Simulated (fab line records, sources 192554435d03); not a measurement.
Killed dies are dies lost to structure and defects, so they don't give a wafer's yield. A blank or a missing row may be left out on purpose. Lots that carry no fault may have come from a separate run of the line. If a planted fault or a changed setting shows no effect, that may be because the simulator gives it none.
fab line records	flow n5-finfet
record: lots: 24	wafers: 72	last-day: 20
route steps=1938 shown BEOL_M2@883
lots with no fault: from the same line, run without faults
start-h: hours from the record's opening day to when the first of the lot's shown wafers began	wait-h: hours elapsed since this lot's preceding step	" repeats the value in the row above	L1.1+2: one row covering several wafers at once	- either no value or no given start	* or withheld: withheld	< > ~ a bound
route shown NAME@n: NAME is a module with steps in the file, n the number in the route of the first one	usual: mean/standard deviation taken from wafers without a fault	same: alike in all rows	chamber/n: place in a boat	sites: the reading at each site	_std_site: their standard deviation	_edge_site: outer sites' mean less inner sites'	radius-mm: how far each site lies from the wafer's centre	mask NAME#n: copy n	behind: the most recent tool/chamber to have shaped the wafer	hold: the reason the lot was held/the length of the hold in hours/how it ended	device: transistor that didn't switch, given as n, p or np	end of line: the tests these same wafers got at the end of their route	where a step has no rows: the recipe by itself	killed: count of dies lost to structure and defects at first sort (not the wafer's yield)	map: dies across one wafer; x = killed, . = not, _ = none there
set.NAME: the setting as run; set.NAME@STEP: as run at that earlier step	model.NAME: the simulator's own value behind a step, which no gauge read
the route's steps for a sample of lots (tables are steps, rows are wafers)
services: the hour from which a tool's chamber was out of use, counted from the record's first day as start-h (under 0 if before that day), plus the number of hours and why
== steps ==
step: N5_BEOL_M2_ETCHBACK_99
recipe: chemistry: CHF3	target: SiO2	target-depth-a: 50	time-s: 10.4	source-w: 215	bias-w: 47	Ar_flow_sccm: 200	CHF3_flow_sccm: 12	ion-energy-ev: 100	pressure-mtorr: 30
usual: CHF3_flow_sccm: 12.00/0.038	drypump-motor-current-A: 5.8/0.35	oes-product-au: 0.78/0.055	rf-vpp-V: 241/3.2	showerhead-plenum-p-Torr: 2.17/0.052	throttle-valve-pct: 17.14/0.17
lot.wafer	tool	chamber	start-h	wait-h	CHF3_flow_sccm	drypump-motor-current-A	oes-product-au	rf-hours-counter-h	rf-vpp-V	showerhead-plenum-p-Torr	throttle-valve-pct
L074.2	rie-diel-01	3	137.06	1.7	12.09	5.6	0.78	125	243	2.17	17.23
L074.5	"	0	"	"	11.93	5.7	0.86	-	247	2.27	17.04
L074.6	"	1	"	"	12.01	5.7	0.84	-	240	2.18	17.00
L075.2	rie-diel-06	2	148.73	2.5	11.97	5.1	0.75	167	244	2.24	16.95
L075.3	"	1	"	"	12.04	5.7	0.86	60	246	2.18	17.06
L075.4	"	0	"	"	12.01	5.9	0.74	178	235	2.13	17.25
L076.1	rie-diel-04	2	170.79	2.4	12.05	5.4	0.71	199	245	2.21	17.53
L076.2	"	0	"	"	11.98	6.4	0.95	10	239	2.29	16.91
L076.4	"	1	"	"	12.09	5.3	0.81	90	237	2.16	16.74
L077.1	rie-diel-06	2	170.79	2.0	12.05	5.1	0.74	173	245	2.24	16.95
L077.2	"	0	"	"	12.03	6.0	0.74	184	236	2.13	17.24
L077.5	"	0	"	"	11.97	5.9	0.74	-	235	2.13	17.25
L078.1	rie-diel-01	2	178.27	9.2	11.94	6.2	0.85	64	240	2.10	17.17
L078.3	"	0	"	"	11.99	5.7	0.85	69	245	2.26	17.07
L078.5	"	2	"	"	11.97	6.2	0.85	-	238	2.10	17.17
L079.3	rie-diel-04	3	215.64	2.1	11.99	6.5	0.75	191	244	2.23	16.90
L079.5	"	2	"	"	12.01	5.4	0.70	-	244	2.21	17.53
L079.6	"	1	"	"	11.98	5.3	0.80	-	238	2.16	16.76
L080.3	rie-diel-06	2	224.37	10.4	12.01	5.1	0.73	182	243	2.23	16.97
L080.5	"	3	"	"	11.95	5.9	0.75	-	240	2.15	17.04
L080.6	"	0	"	"	12.00	6.0	0.73	-	235	2.13	17.27
L081.1	rie-diel-01	2	224.40	10.4	11.94	6.2	0.83	72	240	2.09	17.20
L081.3	"	1	"	"	12.00	5.7	0.82	94	240	2.17	17.05
L081.6	"	2	"	"	11.93	6.2	0.84	-	238	2.09	17.19
L082.1	rie-diel-01	1	227.83	0.3	11.98	5.7	0.82	95	240	2.17	17.05
L082.3	"	3	"	"	11.99	5.6	0.77	145	243	2.17	17.25
L082.4	"	0	"	"	12.02	5.7	0.83	78	245	2.26	17.07
L083.1	rie-diel-06	3	238.72	5.2	11.99	5.9	0.75	155	239	2.15	17.06
L083.4	"	0	"	"	12.01	5.9	0.73	196	237	2.13	17.27
L083.6	"	0	"	"	11.99	6.0	0.72	-	236	2.13	17.28
L084.1	rie-diel-06	0	240.84	5.0	12.00	6.0	0.73	197	236	2.13	17.26
L084.2	"	3	"	"	11.95	5.9	0.74	155	240	2.15	17.06
L084.4	"	2	"	"	11.98	5.0	0.73	186	244	2.23	16.98
L085.2	rie-diel-01	2	255.27	8.0	12.01	6.3	0.83	82	240	2.09	17.21
L085.3	"	3	"	"	12.00	5.5	0.75	154	242	2.16	17.29
L085.6	"	0	"	"	12.01	5.8	0.83	-	244	2.26	17.12
L086.1	rie-diel-04	2	255.37	5.5	11.98	5.5	0.69	220	242	2.21	17.56
L086.4	"	0	"	"	11.90	6.4	0.90	30	240	2.28	16.96
L086.6	"	2	"	"	11.92	5.5	0.69	-	241	2.21	17.56
L088.2	rie-diel-06	1	255.43	0.9	12.03	5.7	0.82	82	245	2.17	17.11
L088.4	"	0	"	"	12.00	5.9	0.73	202	235	2.12	17.28
L088.5	"	1	"	"	12.03	5.7	0.82	-	245	2.17	17.09
L087.2	rie-diel-06	3	255.83	0.8	12.01	5.9	0.74	160	239	2.15	17.08
L087.3	"	0	"	"	11.98	6.0	0.72	202	237	2.12	17.26
L087.5	"	0	"	"	12.01	6.0	0.72	-	237	2.12	17.28
L089.2	rie-diel-01	1	283.43	0.3	12.01	5.8	0.79	114	241	2.17	17.09
L089.4	"	3	"	"	12.06	5.6	0.74	165	242	2.16	17.31
L089.5	"	0	"	"	12.00	5.7	0.80	-	244	2.25	17.10
L090.1	rie-diel-01	0	286.21	0.5	11.94	5.7	0.81	98	246	2.25	17.13
L090.4	"	2	"	"	11.98	6.2	0.81	94	240	2.09	17.23
L090.5	"	2	"	"	11.98	6.2	0.80	-	239	2.09	17.23
L092.1	rie-diel-06	3	289.83	3.1	12.01	5.9	0.73	174	240	2.14	17.08
L092.2	"	1	"	"	12.07	5.7	0.81	99	246	2.17	17.13
L092.5	"	0	"	"	12.04	6.0	0.71	-	234	2.12	17.31
L091.1	rie-diel-04	3	289.89	0.7	12.02	6.5	0.73	208	244	2.22	16.94
L091.4	"	0	"	"	12.02	6.4	0.86	49	239	2.27	17.00
L091.6	"	1	"	"	12.01	5.3	0.76	-	239	2.15	16.82
L093.1	rie-diel-01	0	292.34	0.1	12.02	5.8	0.81	100	245	2.25	17.12
L093.3	"	3	"	"	11.99	5.5	0.74	169	242	2.16	17.32
L093.5	"	3	"	"	12.01	5.5	0.74	-	241	2.16	17.31
L096.1	rie-diel-01	3	322.62	4.4	12.04	5.6	0.72	184	241	2.15	17.31
L096.2	"	1	"	"	12.03	5.7	0.77	131	241	2.16	17.10
L096.3	"	2	"	"	11.90	6.2	0.79	112	240	2.08	17.25
L095.1	rie-diel-06	2	322.65	3.8	11.99	5.1	0.69	219	244	2.22	17.05
L095.2	"	3	"	"	12.01	5.9	0.72	187	240	2.14	17.11
L095.4	"	0	"	"	12.00	6.0	0.70	229	235	2.11	17.31
L094.1	rie-diel-01	3	325.96	7.1	11.95	5.6	0.73	185	243	2.15	17.35
L094.4	"	3	"	"	11.95	5.6	0.72	-	241	2.15	17.34
L094.5	"	3	"	"	11.93	5.6	0.72	-	242	2.15	17.35
L097.4	rie-diel-06	0	326.17	5.9	12.02	5.9	0.71	231	235	2.11	17.32
L097.5	"	0	"	"	11.99	5.9	0.71	-	235	2.11	17.33
L097.6	"	3	"	"	11.98	5.9	0.72	-	238	2.14	17.13
step: N5_BEOL_M2_TRENCH_ETCH_37
recipe: chemistry: C4F6/O2	target-depth-a: 555.55	target: SiOC	time-s: 29.2	ion-energy-ev: 250	pressure-mtorr: 30	source-w: 355	bias-w: 185	Ar_flow_sccm: 300	C4F6_flow_sccm: 10	O2_flow_sccm: 10
usual: drypump-motor-current-A: 5.8/0.35	oes-product-au: 0.77/0.053	rf-vpp-V: 667/8.5	showerhead-plenum-p-Torr: 2.87/0.067	throttle-valve-pct: 20.93/0.18
lot.wafer	tool	chamber	start-h	wait-h	drypump-motor-current-A	oes-product-au	rf-hours-counter-h	rf-vpp-V	showerhead-plenum-p-Torr	throttle-valve-pct
L074.2	rie-diel-01	3	-	-	5.5	0.78	125	670	2.87	21.04
L074.5	"	0	"	"	5.7	0.86	-	677	2.99	20.87
L074.6	"	1	"	"	5.8	0.84	-	667	2.89	20.82
L075.2	rie-diel-06	2	-	-	5.1	0.75	167	672	2.96	20.72
L075.3	"	1	"	"	5.7	0.85	60	679	2.88	20.87
L075.4	"	0	"	"	5.9	0.74	178	652	2.82	21.03
L076.1	rie-diel-04	2	-	-	5.5	0.70	199	673	2.93	21.32
L076.2	"	0	"	"	6.4	0.94	10	665	3.02	20.72
L076.4	"	1	"	"	5.3	0.80	90	656	2.86	20.50
L077.1	rie-diel-06	2	-	-	5.1	0.74	173	674	2.96	20.73
L077.2	"	0	"	"	6.0	0.74	184	651	2.82	21.00
L077.5	"	0	"	"	5.9	0.73	-	652	2.82	21.01
L078.1	rie-diel-01	2	-	-	6.3	0.85	64	662	2.78	21.01
L078.3	"	0	"	"	5.8	0.84	69	676	2.99	20.88
L078.5	"	2	"	"	6.3	0.85	-	662	2.78	20.99
L079.3	rie-diel-04	3	-	-	6.5	0.75	191	678	2.94	20.63
L079.5	"	2	"	"	5.5	0.71	-	673	2.92	21.32
L079.6	"	1	"	"	5.3	0.80	-	658	2.85	20.51
L080.3	rie-diel-06	2	-	-	5.1	0.73	182	673	2.95	20.74
L080.5	"	3	"	"	5.9	0.75	-	661	2.85	20.84
L080.6	"	0	"	"	6.0	0.73	-	653	2.82	21.01
L081.1	rie-diel-01	2	-	-	6.3	0.84	72	662	2.77	21.02
L081.3	"	1	"	"	5.7	0.82	94	666	2.88	20.86
L081.6	"	2	"	"	6.3	0.85	-	662	2.77	21.00
L082.1	rie-diel-01	1	-	-	5.7	0.82	95	666	2.88	20.84
L082.3	"	3	"	"	5.6	0.76	145	669	2.86	21.08
L082.4	"	0	"	"	5.7	0.83	79	677	2.98	20.90
L083.1	rie-diel-06	3	-	-	5.9	0.75	155	661	2.85	20.84
L083.4	"	0	"	"	5.9	0.73	196	653	2.81	21.03
L083.6	"	0	"	"	5.9	0.73	-	652	2.81	21.02
L084.1	rie-diel-06	0	-	-	6.0	0.72	197	653	2.81	21.03
L084.2	"	3	"	"	5.9	0.74	155	664	2.85	20.84
L084.4	"	2	"	"	5.1	0.73	186	673	2.95	20.74
L085.2	rie-diel-01	2	-	-	6.3	0.83	82	663	2.77	21.03
L085.3	"	3	"	"	5.6	0.75	154	670	2.86	21.08
L085.6	"	0	"	"	5.7	0.82	-	677	2.98	20.88
L086.1	rie-diel-04	2	-	-	5.4	0.70	220	673	2.92	21.34
L086.4	"	0	"	"	6.4	0.89	30	664	3.01	20.76
L086.6	"	2	"	"	5.4	0.69	-	672	2.92	21.36
L088.2	rie-diel-06	1	-	-	5.7	0.83	82	677	2.87	20.91
L088.4	"	0	"	"	6.0	0.72	202	653	2.81	21.04
L088.5	"	1	"	"	5.7	0.83	-	679	2.87	20.90
L087.2	rie-diel-06	3	-	-	5.9	0.74	160	662	2.84	20.85
L087.3	"	0	"	"	6.0	0.72	202	652	2.81	21.05
L087.5	"	0	"	"	6.0	0.72	-	653	2.81	21.03
L089.2	rie-diel-01	1	-	-	5.8	0.79	114	665	2.87	20.86
L089.4	"	3	"	"	5.6	0.74	165	669	2.85	21.11
L089.5	"	0	"	"	5.7	0.80	-	678	2.98	20.92
L090.1	rie-diel-01	0	-	-	5.7	0.81	98	677	2.98	20.92
L090.4	"	2	"	"	6.2	0.82	94	661	2.76	21.05
L090.5	"	2	"	"	6.3	0.81	-	660	2.76	21.04
L092.1	rie-diel-06	3	-	-	5.9	0.73	174	661	2.84	20.86
L092.2	"	1	"	"	5.7	0.81	99	678	2.87	20.93
L092.5	"	0	"	"	6.0	0.71	-	653	2.80	21.06
L091.1	rie-diel-04	3	-	-	6.5	0.74	208	679	2.93	20.66
L091.4	"	0	"	"	6.4	0.86	50	665	3.00	20.78
L091.6	"	1	"	"	5.3	0.77	-	655	2.84	20.56
L093.1	rie-diel-01	0	-	-	5.8	0.80	101	677	2.97	20.90
L093.3	"	3	"	"	5.6	0.74	169	669	2.85	21.11
L093.5	"	3	"	"	5.6	0.74	-	669	2.85	21.09
L096.1	rie-diel-01	3	-	-	5.6	0.72	184	670	2.85	21.12
L096.2	"	1	"	"	5.8	0.78	131	667	2.86	20.91
L096.3	"	2	"	"	6.2	0.80	112	661	2.76	21.08
L095.1	rie-diel-06	2	-	-	5.0	0.70	219	672	2.93	20.80
L095.2	"	3	"	"	5.9	0.72	187	661	2.83	20.89
L095.4	"	0	"	"	6.0	0.71	229	651	2.80	21.10
L094.1	rie-diel-01	3	-	-	5.6	0.73	185	668	2.85	21.11
L094.4	"	3	"	"	5.6	0.73	-	671	2.85	21.13
L094.5	"	3	"	"	5.6	0.73	-	668	2.85	21.14
L097.4	rie-diel-06	0	-	-	6.0	0.70	231	653	2.80	21.07
L097.5	"	0	"	"	6.0	0.70	-	652	2.80	21.07
L097.6	"	3	"	"	5.9	0.72	-	661	2.83	20.89
step: N5_BEOL_M2_DEGAS_44
recipe: ambient: vacuum	temp-c: 250	time-s: 60
usual: heater-power-w: 342/35
lot.wafer	tool	chamber	start-h	wait-h	heater-power-w
L074.2	pvd-sputter-03	-	138.21	0.6	339
L074.5	"	-	"	"	283
L074.6	"	-	"	"	284
L075.2	pvd-sputter-03	-	149.41	0.1	340
L075.3	"	-	"	"	311
L075.4	"	-	"	"	283
L076.1	pvd-sputter-03	-	171.38	0.0	287
L076.2	"	-	"	"	285
L076.4	"	-	"	"	308
L077.1	pvd-sputter-01	-	171.41	0.1	345
L077.2	"	-	"	"	404
L077.5	"	-	"	"	354
L078.1	pvd-sputter-03	-	179.55	0.7	282
L078.3	"	-	"	"	288
L078.5	"	-	"	"	286
L079.3	pvd-sputter-02	-	216.23	0.0	327
L079.5	"	-	"	"	386
L079.6	"	-	"	"	317
L080.3	pvd-sputter-01	-	225.12	0.2	410
L080.5	"	-	"	"	339
L080.6	"	-	"	"	343
L081.1	pvd-sputter-02	-	225.13	0.2	318
L081.3	"	-	"	"	357
L081.6	"	-	"	"	385
L082.1	pvd-sputter-01	-	228.99	0.6	353
L082.3	"	-	"	"	404
L082.4	"	-	"	"	360
L083.1	pvd-sputter-03	-	239.69	0.4	291
L083.4	"	-	"	"	310
L083.6	"	-	"	"	288
L084.1	pvd-sputter-03	-	241.85	0.5	287
L084.2	"	-	"	"	306
L084.4	"	-	"	"	286
L085.2	pvd-sputter-02	-	256.26	0.3	382
L085.3	"	-	"	"	354
L085.6	"	-	"	"	357
L086.1	pvd-sputter-01	-	256.30	0.4	405
L086.4	"	-	"	"	359
L086.6	"	-	"	"	359
L088.2	pvd-sputter-02	-	256.34	0.2	317
L088.4	"	-	"	"	377
L088.5	"	-	"	"	384
L087.2	pvd-sputter-02	-	256.52	0.0	355
L087.3	"	-	"	"	313
L087.5	"	-	"	"	353
L089.2	pvd-sputter-02	-	284.02	0.0	380
L089.4	"	-	"	"	368
L089.5	"	-	"	"	352
L090.1	pvd-sputter-01	-	287.19	0.4	424
L090.4	"	-	"	"	350
L090.5	"	-	"	"	355
L092.1	pvd-sputter-01	-	290.77	0.4	335
L092.2	"	-	"	"	354
L092.5	"	-	"	"	414
L091.1	pvd-sputter-01	-	290.85	0.4	334
L091.4	"	-	"	"	416
L091.6	"	-	"	"	361
L093.1	pvd-sputter-02	-	293.39	0.5	326
L093.3	"	-	"	"	380
L093.5	"	-	"	"	363
L096.1	pvd-sputter-03	-	323.50	0.3	308
L096.2	"	-	"	"	329
L096.3	"	-	"	"	280
L095.1	pvd-sputter-02	-	323.61	0.4	324
L095.2	"	-	"	"	360
L095.4	"	-	"	"	378
L094.1	pvd-sputter-02	-	327.01	0.3	350
L094.4	"	-	"	"	375
L094.5	"	-	"	"	310
L097.4	pvd-sputter-02	-	327.09	0.4	359
L097.5	"	-	"	"	354
L097.6	"	-	"	"	365
step: N5_BEOL_M2_ANNEAL_49
recipe: temp-c: 400	time-s: 240	ambient: vacuum
usual: heater-power-w: 846/92
lot.wafer	tool	chamber	start-h	wait-h	heater-power-w
L074.2	pvd-sputter-03	-	139.29	0.0	771
L074.5	"	-	"	"	815
L074.6	"	-	"	"	713
L075.2	pvd-sputter-02	-	150.49	0.0	944
L075.3	"	-	"	"	886
L075.4	"	-	"	"	811
L076.1	pvd-sputter-02	-	172.00	0.0	934
L076.2	"	-	"	"	918
L076.4	"	-	"	"	938
L077.1	pvd-sputter-03	-	172.21	0.0	813
L077.2	"	-	"	"	692
L077.5	"	-	"	"	728
L078.1	pvd-sputter-02	-	180.55	0.0	948
L078.3	"	-	"	"	805
L078.5	"	-	"	"	826
L079.3	pvd-sputter-02	-	216.86	0.0	874
L079.5	"	-	"	"	811
L079.6	"	-	"	"	885
L080.3	pvd-sputter-03	-	225.90	0.0	704
L080.5	"	-	"	"	755
L080.6	"	-	"	"	716
L081.1	pvd-sputter-03	-	227.74	0.0	833
L081.3	"	-	"	"	757
L081.6	"	-	"	"	844
L082.1	pvd-sputter-02	-	229.75	0.0	866
L082.3	"	-	"	"	926
L082.4	"	-	"	"	819
L083.1	pvd-sputter-02	-	241.16	0.0	888
L083.4	"	-	"	"	775
L083.6	"	-	"	"	959
L084.1	pvd-sputter-03	-	242.55	0.0	786
L084.2	"	-	"	"	738
L084.4	"	-	"	"	731
L085.2	pvd-sputter-03	-	256.90	0.0	835
L085.3	"	-	"	"	705
L085.6	"	-	"	"	715
L086.1	pvd-sputter-01	-	257.07	0.0	877
L086.4	"	-	"	"	859
L086.6	"	-	"	"	1038
L087.2	pvd-sputter-03	-	258.74	0.0	801
L087.3	"	-	"	"	713
L087.5	"	-	"	"	750
L088.2	pvd-sputter-01	-	258.91	0.0	867
L088.4	"	-	"	"	888
L088.5	"	-	"	"	1022
L089.2	pvd-sputter-02	-	284.97	0.0	907
L089.4	"	-	"	"	808
L089.5	"	-	"	"	882
L090.1	pvd-sputter-02	-	289.13	0.0	954
L090.4	"	-	"	"	872
L090.5	"	-	"	"	880
L092.1	pvd-sputter-01	-	292.56	0.0	864
L092.2	"	-	"	"	905
L092.5	"	-	"	"	892
L091.1	pvd-sputter-03	-	292.69	0.0	749
L091.4	"	-	"	"	834
L091.6	"	-	"	"	827
L093.1	pvd-sputter-01	-	294.52	0.0	875
L093.3	"	-	"	"	859
L093.5	"	-	"	"	1011
L096.1	pvd-sputter-03	-	324.50	0.0	727
L096.2	"	-	"	"	769
L096.3	"	-	"	"	841
L095.1	pvd-sputter-02	-	324.61	0.0	896
L095.2	"	-	"	"	959
L095.4	"	-	"	"	946
L094.1	pvd-sputter-02	-	327.79	0.0	957
L094.4	"	-	"	"	866
L094.5	"	-	"	"	936
L097.4	pvd-sputter-03	-	328.07	0.0	720
L097.5	"	-	"	"	762
L097.6	"	-	"	"	808
step: N5_BEOL_M2_ANNEAL_87
recipe: temp-c: 400	time-s: 240	ambient: vacuum
usual: heater-power-w: 843/93
lot.wafer	tool	chamber	start-h	wait-h	heater-power-w
L074.2	pvd-sputter-03	-	139.95	0.0	734
L074.5	"	-	"	"	847
L074.6	"	-	"	"	742
L075.2	pvd-sputter-02	-	151.15	0.0	956
L075.3	"	-	"	"	896
L075.4	"	-	"	"	825
L076.1	pvd-sputter-02	-	172.66	0.0	935
L076.2	"	-	"	"	935
L076.4	"	-	"	"	965
L077.1	pvd-sputter-03	-	178.45	0.0	814
L077.2	"	-	"	"	713
L077.5	"	-	"	"	709
L078.1	pvd-sputter-02	-	181.21	0.0	942
L078.3	"	-	"	"	798
L078.5	"	-	"	"	796
L079.3	pvd-sputter-02	-	217.52	0.0	885
L079.5	"	-	"	"	798
L079.6	"	-	"	"	885
L080.3	pvd-sputter-03	-	226.56	0.0	718
L080.5	"	-	"	"	766
L080.6	"	-	"	"	725
L081.1	pvd-sputter-03	-	228.40	0.0	836
L081.3	"	-	"	"	753
L081.6	"	-	"	"	821
L082.1	pvd-sputter-02	-	230.41	0.0	892
L082.3	"	-	"	"	961
L082.4	"	-	"	"	795
L083.1	pvd-sputter-02	-	241.82	0.0	872
L083.4	"	-	"	"	813
L083.6	"	-	"	"	952
L084.1	pvd-sputter-03	-	243.21	0.0	761
L084.2	"	-	"	"	690
L084.4	"	-	"	"	714
L085.2	pvd-sputter-03	-	257.56	0.0	824
L085.3	"	-	"	"	722
L085.6	"	-	"	"	730
L086.1	pvd-sputter-01	-	257.73	0.0	889
L086.4	"	-	"	"	872
L086.6	"	-	"	"	1027
L087.2	pvd-sputter-03	-	259.40	0.0	833
L087.3	"	-	"	"	709
L087.5	"	-	"	"	764
L088.2	pvd-sputter-01	-	259.57	0.0	884
L088.4	"	-	"	"	871
L088.5	"	-	"	"	1043
L089.2	pvd-sputter-02	-	285.63	0.0	945
L089.4	"	-	"	"	812
L089.5	"	-	"	"	864
L090.1	pvd-sputter-02	-	289.79	0.0	931
L090.4	"	-	"	"	907
L090.5	"	-	"	"	898
L092.1	pvd-sputter-01	-	293.22	0.0	871
L092.2	"	-	"	"	871
L092.5	"	-	"	"	897
L091.1	pvd-sputter-03	-	293.35	0.0	695
L091.4	"	-	"	"	816
L091.6	"	-	"	"	799
L093.1	pvd-sputter-01	-	295.18	0.0	889
L093.3	"	-	"	"	862
L093.5	"	-	"	"	987
L096.1	pvd-sputter-03	-	325.16	0.0	695
L096.2	"	-	"	"	754
L096.3	"	-	"	"	819
L095.1	pvd-sputter-02	-	325.27	0.0	888
L095.2	"	-	"	"	899
L095.4	"	-	"	"	942
L094.1	pvd-sputter-02	-	328.45	0.0	936
L094.4	"	-	"	"	896
L094.5	"	-	"	"	929
L097.4	pvd-sputter-03	-	328.73	0.0	708
L097.5	"	-	"	"	765
L097.6	"	-	"	"	839
step: N5_BEOL_M2_SPUTTER_88
recipe: material: Cu	target-thk-a: 45	temp-c: -20	chamber-pressure-pa: 0.07	power-w: withheld	time-s: 8.29
usual: throttle-valve-pct: 29.6/1.1
lot.wafer	tool	chamber	start-h	wait-h	throttle-valve-pct
L074.2	pvd-sputter-03	-	140.09	0.1	27.9
L074.5	"	-	"	"	29.1
L074.6	"	-	"	"	29.2
L075.2	pvd-sputter-02	-	151.29	0.1	29.9
L075.3	"	-	"	"	28.6
L075.4	"	-	"	"	31.3
L076.1	pvd-sputter-02	-	172.80	0.1	30.2
L076.2	"	-	"	"	29.7
L076.4	"	-	"	"	29.9
L077.1	pvd-sputter-03	-	178.59	0.1	29.2
L077.2	"	-	"	"	30.7
L077.5	"	-	"	"	29.5
L078.1	pvd-sputter-02	-	181.35	0.1	30.1
L078.3	"	-	"	"	31.2
L078.5	"	-	"	"	31.2
L079.3	pvd-sputter-02	-	217.66	0.1	28.7
L079.5	"	-	"	"	31.3
L079.6	"	-	"	"	28.8
L080.3	pvd-sputter-03	-	226.70	0.1	30.8
L080.5	"	-	"	"	28.0
L080.6	"	-	"	"	30.7
L081.1	pvd-sputter-03	-	228.54	0.1	29.3
L081.3	"	-	"	"	27.8
L081.6	"	-	"	"	29.1
L082.1	pvd-sputter-02	-	230.55	0.1	28.7
L082.3	"	-	"	"	30.0
L082.4	"	-	"	"	31.3
L083.1	pvd-sputter-02	-	241.96	0.1	28.7
L083.4	"	-	"	"	31.3
L083.6	"	-	"	"	29.6
L084.1	pvd-sputter-03	-	243.35	0.1	27.8
L084.2	"	-	"	"	30.7
L084.4	"	-	"	"	29.3
L085.2	pvd-sputter-03	-	257.70	0.1	29.1
L085.3	"	-	"	"	30.6
L085.6	"	-	"	"	29.2
L086.1	pvd-sputter-01	-	257.87	0.1	29.8
L086.4	"	-	"	"	28.7
L086.6	"	-	"	"	31.2
L087.2	pvd-sputter-03	-	259.54	0.1	28.9
L087.3	"	-	"	"	30.6
L087.5	"	-	"	"	27.8
L088.2	pvd-sputter-01	-	259.71	0.1	28.6
L088.4	"	-	"	"	30.0
L088.5	"	-	"	"	31.3
L089.2	pvd-sputter-02	-	285.77	0.1	30.0
L089.4	"	-	"	"	31.4
L089.5	"	-	"	"	28.9
L090.1	pvd-sputter-02	-	289.93	0.1	29.8
L090.4	"	-	"	"	28.8
L090.5	"	-	"	"	28.7
L092.1	pvd-sputter-01	-	293.36	0.1	28.8
L092.2	"	-	"	"	29.9
L092.5	"	-	"	"	30.0
L091.1	pvd-sputter-03	-	293.49	0.1	29.2
L091.4	"	-	"	"	29.1
L091.6	"	-	"	"	29.0
L093.1	pvd-sputter-01	-	295.32	0.1	29.9
L093.3	"	-	"	"	28.4
L093.5	"	-	"	"	31.0
L096.1	pvd-sputter-03	-	325.30	0.1	29.0
L096.2	"	-	"	"	27.9
L096.3	"	-	"	"	28.9
L095.1	pvd-sputter-02	-	325.41	0.1	28.5
L095.2	"	-	"	"	30.4
L095.4	"	-	"	"	29.6
L094.1	pvd-sputter-02	-	328.59	0.1	29.7
L094.4	"	-	"	"	28.8
L094.5	"	-	"	"	30.2
L097.4	pvd-sputter-03	-	328.87	0.1	29.4
L097.5	"	-	"	"	27.6
L097.6	"	-	"	"	29.1
== services ==
tool	chamber	start-h	hours	kind
rie-diel-04	0	124.52	-	clean
rie-diel-04	0	124.52	-	consumable-replace:focus-ring
rie-diel-04	0	124.52	-	consumable-replace:showerhead
rie-diel-04	0	124.52	14.9	scheduled-down
rie-diel-04	0	124.52	14.9	vent-cycle
pvd-sputter-01	-	127.38	0.8	repair
rie-diel-06	-	152.62	0.9	repair
rie-diel-01	0	161.28	4.4	repair
rie-diel-01	1	187.71	6.8	repair
pvd-sputter-03	-	188.94	5.9	repair
pvd-sputter-02	-	202.44	2.8	repair
pvd-sputter-03	-	211.08	3.7	repair
rie-diel-06	1	214.42	9.5	repair
rie-diel-01	-	234.77	2.8	pm
rie-diel-06	3	258.10	3.1	repair
rie-diel-04	3	260.32	20.8	repair
rie-diel-06	1	301.28	8.3	repair
rie-diel-06	-	310.71	2.8	pm
rie-diel-01	0	311.39	14.6	repair
rie-diel-04	2	317.65	-	clean
rie-diel-04	2	317.65	-	consumable-replace:focus-ring
rie-diel-04	2	317.65	19.5	scheduled-down
rie-diel-01	1	323.83	2.3	repair
rie-diel-04	0	328.48	9.2	repair
== key ==
fault none
